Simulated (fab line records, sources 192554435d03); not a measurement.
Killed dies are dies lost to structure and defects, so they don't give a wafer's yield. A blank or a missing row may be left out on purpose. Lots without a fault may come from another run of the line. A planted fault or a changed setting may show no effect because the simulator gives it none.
Which tool did it? | flow n5_finfet | 12 lots, 36 wafers sampled, at 5 steps of a route of 1938

WHAT THE GAUGES READ, wafer by wafer
The record holds no reading of a measuring or inspecting step that can be judged against a usual standard deviation.

WHICH TOOL RAN EACH LOT (tool, then ch and the chambers of the sampled wafers, then the start)
lot  | N5_BEOL_M7_ECD_50              | N5_PASSIVATION_PECVD_00       | N5_MIM_BOT_DEGAS_01          | N5_PASSIVATION_AL_DEP_21     | N5_PASSIVATION_PROBE_49
L556 | ecd_cu-02 ch 0,1, day 9 05:44  | pecvd-01 ch 0,1, day 11 14:34 | pvd_sputter-03, day 11 17:25 | pvd_sputter-03, day 12 00:36 | -
L559 | ecd_cu-02 ch 0,1, day 9 19:21  | pecvd-02 ch 0,2, day 12 13:50 | pvd_sputter-02, day 12 14:47 | pvd_sputter-01, day 12 20:34 | -
L558 | ecd_cu-01 ch 0,1, day 9 20:22  | pecvd-02 ch 0,1, day 12 14:31 | pvd_sputter-02, day 12 15:47 | pvd_sputter-03, day 12 20:39 | -
L557 | ecd_cu-02 ch 0,1, day 10 07:19 | pecvd-01 ch 0,1, day 12 19:57 | pvd_sputter-03, day 12 20:19 | pvd_sputter-02, day 13 06:16 | -
L560 | ecd_cu-02 ch 0,1, day 10 13:30 | pecvd-02 ch 0,2, day 13 07:24 | pvd_sputter-01, day 13 07:39 | pvd_sputter-02, day 13 14:31 | -
L562 | ecd_cu-02 ch 0,1, day 11 12:09 | pecvd-01 ch 0,1, day 13 22:58 | pvd_sputter-01, day 13 23:25 | pvd_sputter-03, day 14 08:16 | -
L561 | ecd_cu-02 ch 0,1, day 11 14:03 | pecvd-02 ch 1,2, day 14 06:11 | pvd_sputter-03, day 14 07:31 | pvd_sputter-02, day 14 12:56 | prober-01, day 14 18:57
L563 | ecd_cu-01 ch 0,1, day 11 19:08 | pecvd-03 ch 1,2, day 14 06:45 | pvd_sputter-03, day 14 07:44 | pvd_sputter-02, day 14 13:22 | -
L567 | ecd_cu-02 ch 0,1, day 12 17:16 | pecvd-03 ch 1,2, day 15 17:10 | pvd_sputter-02, day 15 17:58 | pvd_sputter-02, day 15 23:31 | prober-02, day 16 05:04
L572 | ecd_cu-01 ch 0,1, day 13 13:25 | pecvd-01 ch 0,2, day 16 04:03 | pvd_sputter-02, day 16 05:02 | pvd_sputter-03, day 16 11:18 | prober-02, day 16 17:11
L575 | ecd_cu-01 ch 0,1, day 14 13:52 | pecvd-02 ch 0,2, day 17 07:29 | pvd_sputter-02, day 17 07:40 | pvd_sputter-01, day 17 15:32 | -
L577 | ecd_cu-01 ch 0,1, day 15 13:44 | pecvd-03 ch 0,1, day 17 20:40 | pvd_sputter-02, day 17 22:29 | pvd_sputter-03, day 18 04:02 | -
- N5_BEOL_M7_ECD_50: material Cu, target thk 300 nm.
- N5_PASSIVATION_PECVD_00: deposits SiO2 from SiH4/N2O, target thk 200 nm, time 11.2 s.
- N5_MIM_BOT_DEGAS_01: time 60 s.
- N5_PASSIVATION_AL_DEP_21: deposits Al, target thk 2800 nm, time 170 s.
- N5_PASSIVATION_PROBE_49

WHAT THE TOOLS THEMSELVES READ (means of the sampled wafers that have a number; where no wafer has one, the mark that the record gives instead)
N5_PASSIVATION_PECVD_00.
lot  | tool     | heater_power_w (W) | showerhead_plenum_p_Torr (Torr) | throttle_valve_pct (%)
L556 | pecvd-01 | 717                | 8.23                            | 53.6
L559 | pecvd-02 | 625                | 8.14                            | 48.8
L558 | pecvd-02 | 655                | 8.09                            | 50.0
L557 | pecvd-01 | 670                | 8.22                            | 53.6
L560 | pecvd-02 | 670                | 8.17                            | 48.6
L562 | pecvd-01 | 650                | 8.21                            | 53.8
L561 | pecvd-02 | 648                | 8.10                            | 48.8
L563 | pecvd-03 | 592                | 8.26                            | 48.7
L567 | pecvd-03 | 595                | 8.28                            | 49.1
L572 | pecvd-01 | 728                | 8.25                            | 51.8
L575 | pecvd-02 | 628                | 8.13                            | 49.7
L577 | pecvd-03 | 588                | 8.17                            | 52.1

N5_MIM_BOT_DEGAS_01.
lot  | tool           | heater_power_w (W)
L556 | pvd_sputter-03 | 438
L559 | pvd_sputter-02 | 423
L558 | pvd_sputter-02 | 507
L557 | pvd_sputter-03 | 427
L560 | pvd_sputter-01 | 478
L562 | pvd_sputter-01 | 496
L561 | pvd_sputter-03 | 417
L563 | pvd_sputter-03 | 421
L567 | pvd_sputter-02 | 428
L572 | pvd_sputter-02 | 434
L575 | pvd_sputter-02 | 466
L577 | pvd_sputter-02 | 492

N5_PASSIVATION_AL_DEP_21.
lot  | tool           | throttle_valve_pct (%)
L556 | pvd_sputter-03 | 29.5
L559 | pvd_sputter-01 | 29.2
L558 | pvd_sputter-03 | 29.9
L557 | pvd_sputter-02 | 29.3
L560 | pvd_sputter-02 | 30.3
L562 | pvd_sputter-03 | 29.4
L561 | pvd_sputter-02 | 29.4
L563 | pvd_sputter-02 | 29.5
L567 | pvd_sputter-02 | 29.7
L572 | pvd_sputter-03 | 30.2
L575 | pvd_sputter-01 | 29.1
L577 | pvd_sputter-03 | 29.5

N5_PASSIVATION_PROBE_49.
lot  | tool      | defect_limited_yield (%) | killed_at_M0_to_M3 | killed_at_M4_up | killed_at_contacts | killed_at_front_end | killed_at_other | killed_dies | killed_on_rim | killed_open | killed_short | sort_bin_5_function (%) | sort_bin_6_memory (%) | sort_n_pass | sort_yield_pct (%)
L561 | prober-01 | 53.4                     | 32                 | 472             | 13                 | 28                  | 5               | 549         | 68            | 53          | 33           | 28.9                    | 15.0                  | 631         | 53.4
L567 | prober-02 | 54.1                     | 18                 | 478             | 13                 | 28                  | 4               | 541         | 68            | 50          | 24           | 28.4                    | 14.7                  | 639         | 54.1
L572 | prober-02 | 92.4                     | 37                 | 7               | 13                 | 21                  | 12              | 90          | 10            | 58          | 32           | 4.2                     | 3.2                   | 1090        | 92.4

THE ANSWER, worked out from the rows above alone
Rule: what is usual is taken from the lots themselves. Put in order of their means at a reading, lots are off if they are a third of the lots or fewer, leave a main group of 4 or more, and stand apart from it by a gap of 3 or more times the standard deviation of the main group's means; of several such gaps the widest counts. A main group whose means are all the same, to the digits that the tables above print for the reading, isn't used. A lot without any number at a reading at which 4 lots or more have one is off too. The other lots that the step has rows for count as sound. The gauges are gone through in route order, then the tools' own readings, and for those a lot's mean is taken as printed above. The first step at which some lot is off is used, and at that step the reading that is off furthest; a lot without a number counts as furthest.
No lot is off at any reading shown: from this, nothing can be told.

WHAT THE SIMULATOR HAD PUT IN
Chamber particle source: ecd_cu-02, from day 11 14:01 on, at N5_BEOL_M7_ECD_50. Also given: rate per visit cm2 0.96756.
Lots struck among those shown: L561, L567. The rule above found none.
